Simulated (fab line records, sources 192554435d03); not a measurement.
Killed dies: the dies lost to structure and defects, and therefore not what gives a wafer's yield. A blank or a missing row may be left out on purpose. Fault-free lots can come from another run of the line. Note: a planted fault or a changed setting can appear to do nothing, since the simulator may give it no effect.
A lot that was struck, set against a sound lot	flow n5_finfet	21 out of 1938 route steps
Sound: these wafers, L302.1, L302.3, L302.4. The struck wafers were L315.2, L315.5, L315.6. The cause is named last.
At each step with rows: each side's tool, then ch and its chambers, then its first start. Under that, the readings that differ: sound wafers	struck wafers	difference of the means	sigmas: that difference in standard deviations of wafers without a fault.
alike: words and numbers the same on both sides, and readings whose means are apart by under 2 such deviations; not compared: readings that were withheld, readings missing a value for some wafer, numbers with overlapping values and no deviation given by the record, and bounds like >300 which may hide the same value.
A row with sigmas, a row that says differs or no value, or rows on one side alone: a step with any of these is where the two part. Non-overlapping numbers with no deviation appear without sigmas and do not part them. A reading missing from all wafers of one side parts the sides only when that side holds two or more wafers.

first, 9 steps without rows for these wafers: N5_FIN_SAQP_EXPOSE_13 (exposes mask FIN CORE, target cd 35.6 nm); N5_FIN_SAQP_PEB_14 (peb time 60 s); N5_FIN_SAQP_DEVELOP_15 (develop time 30 s); N5_FIN_SAQP_DESCUM_21 (chemistry O2, time 7.9 s); N5_FIN_SAQP_ETCH_51 (etches SiARC in CF4, target depth 45.5 nm, time 75.8 s); N5_FIN_SAQP_ETCH_52 (etches SOC in N2/H2, target depth 100 nm, overetch 20 nm, time 150 s); N5_FIN_SAQP_STRIP_53 (strips in N2/H2); N5_FIN_SAQP_HM_OPEN_73 (chemistry CHF3/O2, target SiO2, stops on a-Si, target depth 12 nm, time 16.8 s); N5_FIN_SAQP_STRIP_74 (strips in CHF3/O2).
N5_FIN_SAQP_MANDREL_ETCH_22: etches a-Si in HBr/Cl2, stops on SiNx, target depth 60 nm, bt time 10 s, time 30 s.
  sound on rie_si-03 ch 0,1,3, day 2 15:37; struck on rie_si-03 ch 0,1, day 5 23:40
  no value came back on the struck wafers for any of 7 readings (HBr_flow_sccm (sccm), bias_w (W) and others); on the sound wafers HBr_flow_sccm (sccm) reads 149.5 150.6 150.6
reading	sound	struck	difference	sigmas
model.SOC_of_FIN_SAQP_COAT_49.thk_nm (nm)	76.54 76.06 76.68	99.96 99.94 99.83	+23.48	
then, 5 steps without rows for these wafers: N5_FIN_SAQP_STRIP_55 (strips in N2/H2); N5_FIN_SAQP_STRIP_23 (strips in SPM, time 750 s); N5_FIN_SAQP_SRD_66 (time 30 s); N5_FIN_SAQP_RECESS_75 (chemistry HF/NH3, target SiO2, target depth 14.4 nm, afs cycles 3, sublimation time 60 s); N5_FIN_SAQP_SPACER1_ALD_24 (deposits SiO2, target thk 20.3 nm, pulse time 1 s, purge time 2 s).
N5_FIN_SAQP_SPACER1_ETCHBACK_25: etches SiO2 in CHF3/O2, target depth 24.4 nm, time 12.2 s.
  sound on rie_diel-06 ch 0,2,3, day 2 17:42; struck on rie_diel-06 ch 0,2, day 6 01:46
reading	sound	struck	difference	sigmas
oes_product_au (a.u.)	0.81 0.67 0.71	0.30 0.26 0.30	-0.44	-7
  alike: drypump_motor_current_A, rf_vpp_V, showerhead_plenum_p_Torr, throttle_valve_pct
  not compared: rf_hours_counter_h
then, 1 step without rows for these wafers: N5_FIN_SAQP_MANDREL1_REMOVE_56 (chemistry HBr/Cl2/O2, target a-Si, stops on SiNx, bt time 10 s).
N5_FIN_SAQP_CD_MEAS_27: the cd target is 20 nm.
  sound on cd_sem-02 ch 0, day 2 17:53; struck on cd_sem-03 ch 0, day 6 01:58
reading	sound	struck	difference	sigmas
cd_nm (nm)	20.76 20.44 20.20	- - -	no value on the struck wafers	
then, 1 step without rows for these wafers: N5_FIN_SAQP_ETCH_57 (etches SiNx in CH3F/O2, target depth 32.5 nm, time 46.4 s).
N5_BEOL_M4_RC_MEAS_101:
  the record has rows for the sound wafers here (prober-02 ch 0, day 9 16:59) and none for the struck ones
-- record jumps: 11 days separate the struck wafers' starts on either side; left off in module BEOL_M4, taken up again in module PASSIVATION, whose first shown step is the route's number 1936 --
N5_PASSIVATION_PROBE_49:
  rows exist in the record for the struck wafers here (prober-01, day 17 12:52), but not for the sound ones

WHERE THEY PART
Last at N5_PASSIVATION_PROBE_49 as far as this record goes, first at N5_FIN_SAQP_MANDREL_ETCH_22.

WHY: whatever the simulator had introduced
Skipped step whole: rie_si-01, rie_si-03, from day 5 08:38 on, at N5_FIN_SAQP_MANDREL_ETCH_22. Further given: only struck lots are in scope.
